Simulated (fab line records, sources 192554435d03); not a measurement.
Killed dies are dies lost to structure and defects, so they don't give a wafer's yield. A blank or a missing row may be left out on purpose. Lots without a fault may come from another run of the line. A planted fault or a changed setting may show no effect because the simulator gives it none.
Chamber matching | flow n5_finfet | N5_BEOL_M6_CURE_74 on uv_cure-02: 3 sister chambers
The step cures SiCOH lowk, time 240 s. 3 wafers are shown with their chamber, then 6 later ones without.

WAFERS WITH THEIR CHAMBER
wafer  | chamber | wafer_temp_C_max
L958.5 | 1       | 386.9
L961.5 | 0       | 386.5
L965.2 | 2       | 386.6

WAFERS WITHOUT THEIR CHAMBER
wafer  | wafer_temp_C_max
L965.4 | 387.7
L966.3 | 387.9
L966.5 | 387.5
L970.2 | 386.3
L970.4 | 386.9
L970.6 | 386.7

WHICH CHAMBER EACH WENT THROUGH
wafer  | from the rows above          | in truth
L965.4 | can't be placed: 1 or 2 or 0 | 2
L966.3 | can't be placed: 1 or 2 or 0 | 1
L966.5 | can't be placed: 1 or 2 or 0 | 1
L970.2 | can't be placed: 0 or 2 or 1 | 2
L970.4 | can't be placed: 1 or 2 or 0 | 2
L970.6 | can't be placed: 2 or 0 or 1 | 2
Placed correctly: 0 of 6. Can't be placed from these rows: 6 (the true chamber is among the candidates in 6). Placed wrongly: 0.
How it was worked out, from the rows above alone: a wafer's distance from a chamber is the root of the sum, over the readings, of the square of ((its reading less the chamber's mean) divided by the reading's scatter). The wafer belongs to the nearest chamber; if the next one is less than 2 further off, it can't be placed. A chamber's mean is the mean of its shown wafers. The scatter: with one shown wafer a chamber, the root of the mean of the squares of how far each hidden wafer lies from its nearest shown one.
